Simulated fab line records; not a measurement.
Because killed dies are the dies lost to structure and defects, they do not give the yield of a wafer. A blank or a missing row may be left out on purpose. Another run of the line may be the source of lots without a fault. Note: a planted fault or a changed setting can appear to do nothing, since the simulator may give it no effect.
Matching of chambers || flow n5Finfet || N5_BEOL_M7_ILD_DEP_00 on pecvd-03: 3 sister chambers
The step deposits SiCOH lowk from DEMS/porogen, target thk 179.75 nm, time 33.4 s. 24 wafers are shown with their chamber, then 12 later ones without.

== WAFERS PAIRED WITH THEIR CHAMBERS ==
{"wafer": "L078.4", "chamber": 1, "throttleValvePct (%)": 14.5, "heaterPowerW (W)": 275, "showerheadVppV (V)": 1433}
{"wafer": "L078.5", "chamber": 2, "throttleValvePct (%)": 13.3, "heaterPowerW (W)": 352, "showerheadVppV (V)": 1440}
{"wafer": "L078.6", "chamber": 0, "throttleValvePct (%)": 14.5, "heaterPowerW (W)": 261, "showerheadVppV (V)": 1464}
{"wafer": "L080.2", "chamber": 0, "throttleValvePct (%)": 14.1, "heaterPowerW (W)": 281, "showerheadVppV (V)": 1484}
{"wafer": "L080.3", "chamber": 2, "throttleValvePct (%)": 13.3, "heaterPowerW (W)": 350, "showerheadVppV (V)": 1496}
{"wafer": "L080.6", "chamber": 1, "throttleValvePct (%)": 14.4, "heaterPowerW (W)": 334, "showerheadVppV (V)": 1428}
{"wafer": "L081.1", "chamber": 0, "throttleValvePct (%)": 14.1, "heaterPowerW (W)": 216, "showerheadVppV (V)": 1465}
{"wafer": "L081.4", "chamber": 2, "throttleValvePct (%)": 13.6, "heaterPowerW (W)": 384, "showerheadVppV (V)": 1465}
{"wafer": "L081.5", "chamber": 0, "throttleValvePct (%)": 14.6, "heaterPowerW (W)": 225, "showerheadVppV (V)": 1481}
{"wafer": "L082.2", "chamber": 1, "throttleValvePct (%)": 14.6, "heaterPowerW (W)": 305, "showerheadVppV (V)": 1429}
{"wafer": "L082.4", "chamber": 1, "throttleValvePct (%)": 14.4, "heaterPowerW (W)": 307, "showerheadVppV (V)": 1417}
{"wafer": "L082.5", "chamber": 0, "throttleValvePct (%)": 14.3, "heaterPowerW (W)": 255, "showerheadVppV (V)": 1459}
{"wafer": "L085.2", "chamber": 0, "throttleValvePct (%)": 14.6, "heaterPowerW (W)": 275, "showerheadVppV (V)": 1463}
{"wafer": "L085.3", "chamber": 2, "throttleValvePct (%)": 12.1, "heaterPowerW (W)": 357, "showerheadVppV (V)": 1456}
{"wafer": "L085.6", "chamber": 2, "throttleValvePct (%)": 12.3, "heaterPowerW (W)": 364, "showerheadVppV (V)": 1459}
{"wafer": "L086.2", "chamber": 1, "throttleValvePct (%)": 14.2, "heaterPowerW (W)": 273, "showerheadVppV (V)": 1446}
{"wafer": "L086.4", "chamber": 0, "throttleValvePct (%)": 14.3, "heaterPowerW (W)": 276, "showerheadVppV (V)": 1475}
{"wafer": "L086.5", "chamber": 2, "throttleValvePct (%)": 12.1, "heaterPowerW (W)": 330, "showerheadVppV (V)": 1460}
{"wafer": "L087.1", "chamber": 1, "throttleValvePct (%)": 14.5, "heaterPowerW (W)": 322, "showerheadVppV (V)": 1419}
{"wafer": "L087.5", "chamber": 0, "throttleValvePct (%)": 14.4, "heaterPowerW (W)": 264, "showerheadVppV (V)": 1448}
{"wafer": "L087.6", "chamber": 1, "throttleValvePct (%)": 14.7, "heaterPowerW (W)": 331, "showerheadVppV (V)": 1423}
{"wafer": "L089.2", "chamber": 1, "throttleValvePct (%)": 14.4, "heaterPowerW (W)": 327, "showerheadVppV (V)": 1423}
{"wafer": "L089.5", "chamber": 2, "throttleValvePct (%)": 12.1, "heaterPowerW (W)": 343, "showerheadVppV (V)": 1463}
{"wafer": "L089.6", "chamber": 0, "throttleValvePct (%)": 14.2, "heaterPowerW (W)": 256, "showerheadVppV (V)": 1453}

SIGNATURES (averages over the wafers above)
{"reading": "throttleValvePct", "chamber 0": 14.344, "chamber 1": 14.463, "chamber 2": 12.686, "scatter within a chamber": 0.392}
{"reading": "heaterPowerW", "chamber 0": 256.56, "chamber 1": 309.25, "chamber 2": 354.29, "scatter within a chamber": 21.6}
{"reading": "showerheadVppV", "chamber 0": 1465.78, "chamber 1": 1427.25, "chamber 2": 1462.71, "scatter within a chamber": 12.9}
Rule: for each reading, subtract the chamber's mean from the wafer's reading, divide by that reading's scatter and square the result; add these up over the readings and take the root, which gives the wafer's distance from the chamber. The wafer belongs to the nearest chamber; if the next one is less than 2 further off, it can't be placed. How the scatter is found: for the shown wafers, subtract from each reading the mean of its chamber, square and add these, divide the total by (wafers less chambers), then take the root.

== WAFERS MISSING THEIR CHAMBER ==
{"wafer": "L090.2", "throttleValvePct (%)": 12.1, "heaterPowerW (W)": 316, "showerheadVppV (V)": 1464}
{"wafer": "L090.3", "throttleValvePct (%)": 14.3, "heaterPowerW (W)": 283, "showerheadVppV (V)": 1451}
{"wafer": "L090.5", "throttleValvePct (%)": 14.3, "heaterPowerW (W)": 250, "showerheadVppV (V)": 1468}
{"wafer": "L092.2", "throttleValvePct (%)": 14.7, "heaterPowerW (W)": 278, "showerheadVppV (V)": 1507}
{"wafer": "L092.4", "throttleValvePct (%)": 14.4, "heaterPowerW (W)": 317, "showerheadVppV (V)": 1445}
{"wafer": "L092.5", "throttleValvePct (%)": 12.4, "heaterPowerW (W)": 298, "showerheadVppV (V)": 1428}
{"wafer": "L094.2", "throttleValvePct (%)": 14.2, "heaterPowerW (W)": 303, "showerheadVppV (V)": 1426}
{"wafer": "L094.3", "throttleValvePct (%)": 12.5, "heaterPowerW (W)": 370, "showerheadVppV (V)": 1473}
{"wafer": "L094.5", "throttleValvePct (%)": 14.5, "heaterPowerW (W)": 304, "showerheadVppV (V)": 1416}
{"wafer": "L097.3", "throttleValvePct (%)": 14.5, "heaterPowerW (W)": 309, "showerheadVppV (V)": 1406}
{"wafer": "L097.4", "throttleValvePct (%)": 14.5, "heaterPowerW (W)": 248, "showerheadVppV (V)": 1496}
{"wafer": "L097.6", "throttleValvePct (%)": 14.3, "heaterPowerW (W)": 305, "showerheadVppV (V)": 1443}

== EACH ONE'S CHAMBER ==
{"wafer": "L090.2", "from the rows above": 2, "in truth": 2}
{"wafer": "L090.3", "from the rows above": "can't be placed: 0 or 1", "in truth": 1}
{"wafer": "L090.5", "from the rows above": 0, "in truth": 0}
{"wafer": "L092.2", "from the rows above": 0, "in truth": 0}
{"wafer": "L092.4", "from the rows above": "can't be placed: 1 or 0", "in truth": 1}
{"wafer": "L092.5", "from the rows above": "can't be placed: 2 or 1", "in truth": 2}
{"wafer": "L094.2", "from the rows above": 1, "in truth": 1}
{"wafer": "L094.3", "from the rows above": 2, "in truth": 2}
{"wafer": "L094.5", "from the rows above": 1, "in truth": 1}
{"wafer": "L097.3", "from the rows above": 1, "in truth": 1}
{"wafer": "L097.4", "from the rows above": 0, "in truth": 0}
{"wafer": "L097.6", "from the rows above": "can't be placed: 1 or 0", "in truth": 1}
Correctly placed: 8 of 12. Can't be placed from these rows: 4 (the true chamber is among the candidates in 4). Wrongly placed: 0.
